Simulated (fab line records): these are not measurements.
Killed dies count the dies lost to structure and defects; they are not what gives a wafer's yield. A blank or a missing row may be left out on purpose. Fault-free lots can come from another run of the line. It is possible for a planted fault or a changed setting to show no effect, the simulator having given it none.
Chamber matching ; flow nand_harc ; NHARC_A_STAIRCASE_DEP_325 on pecvd-03: 3 sister chambers
The step deposits SiO2, target thk 7200 nm. 6 wafers are shown with their chamber, then 8 later ones without.

## EACH WAFER AND ITS CHAMBER
wafer;chamber;heater_power_w (W);heater_power_outer_w (W)
L080.1;0;611;326
L081.1;0;556;293
L086.2;1;758;413
L086.4;2;557;313
L086.5;1;672;359
L090.4;2;571;331

## WAFERS WITHOUT THEIR CHAMBER
wafer;heater_power_w (W);heater_power_outer_w (W)
L090.5;570;318
L090.6;672;377
L094.2;569;312
L094.5;566;319
L094.6;670;360
L093.1;715;382
L093.5;566;328
L093.6;464;221

## WHICH CHAMBER EACH WENT THROUGH
wafer;from the rows above;in truth
L090.5;can't be placed: 2 or 0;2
L090.6;1;1
L094.2;can't be placed: 0 or 2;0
L094.5;can't be placed: 2 or 0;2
L094.6;can't be placed: 1 or 0 or 2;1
L093.1;1;1
L093.5;can't be placed: 2 or 0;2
L093.6;can't be placed: 0 or 2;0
2 of 8 placed correctly. Cannot be placed on the basis of these rows: 6; the candidates contain the true chamber in 6. 0 placed wrongly.
How it was worked out, from the rows above alone: a wafer's distance from a chamber is the root of the sum, over the readings, of the square of ((its reading less the chamber's mean) divided by the reading's scatter). If the next closest chamber is less than 2 further off than the closest, the wafer can't be placed; otherwise it belongs to the closest. For every chamber, the mean is computed from those of its wafers that are shown. How the scatter is found: for the shown wafers, subtract from each reading the mean of its chamber, square and add these, divide the total by (wafers less chambers), then take the root.
